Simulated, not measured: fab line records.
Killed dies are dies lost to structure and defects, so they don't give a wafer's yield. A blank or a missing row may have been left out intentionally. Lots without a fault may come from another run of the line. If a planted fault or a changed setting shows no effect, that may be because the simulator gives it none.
Chamber matching ; flow n5 finfet ; N5_BEOL_M7_ETCH_61 on rie diel-04: 4 sister chambers
The step etches SiARC in CF4, target depth 45.5 nm, time 75.8 s. 14 wafers are shown with their chamber, then 7 later ones without.

EACH WAFER AND ITS CHAMBER
wafer;chamber;etch rf on time s (s);throttle valve pct (%);rf fwd power W (W)
L075.1;1;74.7;15.99;534.4
L075.3;3;78.6;15.11;541.9
L075.5;3;78.4;15.10;542.1
L078.1;2;74.0;15.52;539.5
L078.2;0;77.3;15.07;537.9
L078.6;2;74.1;15.52;538.4
L080.1;3;79.0;15.11;541.1
L080.2;2;73.7;15.53;539.0
L080.6;2;74.8;15.55;540.1
L088.2;2;73.9;15.58;538.1
L088.3;3;78.4;15.15;545.2
L088.6;1;75.5;15.57;538.0
L094.2;2;73.2;15.60;541.2
L094.5;1;74.4;15.57;535.6

SIGNATURES, as means of the wafers listed above
reading;chamber 0;chamber 1;chamber 2;chamber 3;scatter within a chamber
etch rf on time s;77.300;74.867;73.950;78.600;0.476
throttle valve pct;15.0700;15.7100;15.5500;15.1175;0.112
rf fwd power W;537.900;536.000;539.383;542.575;1.52
Rule: distance of a wafer from a chamber = root of the sum over the readings of ((wafer's reading minus chamber's mean) / reading's scatter) squared. The wafer belongs to the nearest chamber; if the next one is less than 2 further off, it can't be placed. The scatter is the square root of a quotient: the sum, over the shown wafers, of each reading's squared deviation from its chamber's mean, divided by wafers minus chambers.

WAFERS WITHOUT THEIR CHAMBER
wafer;etch rf on time s (s);throttle valve pct (%);rf fwd power W (W)
L094.6;76.4;15.10;537.0
L095.1;78.2;15.20;542.1
L095.3;77.7;15.12;538.7
L095.4;75.2;15.60;531.6
L097.1;74.8;15.61;538.3
L097.2;78.0;15.19;542.0
L097.5;77.9;15.18;541.4

CHAMBER TAKEN BY EACH
wafer;from the rows above;in truth
L094.6;0;0
L095.1;3;3
L095.3;0;0
L095.4;1;1
L097.1;can't be placed: 1 or 2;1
L097.2;can't be placed: 3 or 0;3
L097.5;can't be placed: 3 or 0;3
Correct placement for 4 of the 7. These rows do not allow placing 3 (true chamber among the candidates in 3). Number placed wrongly: 0.
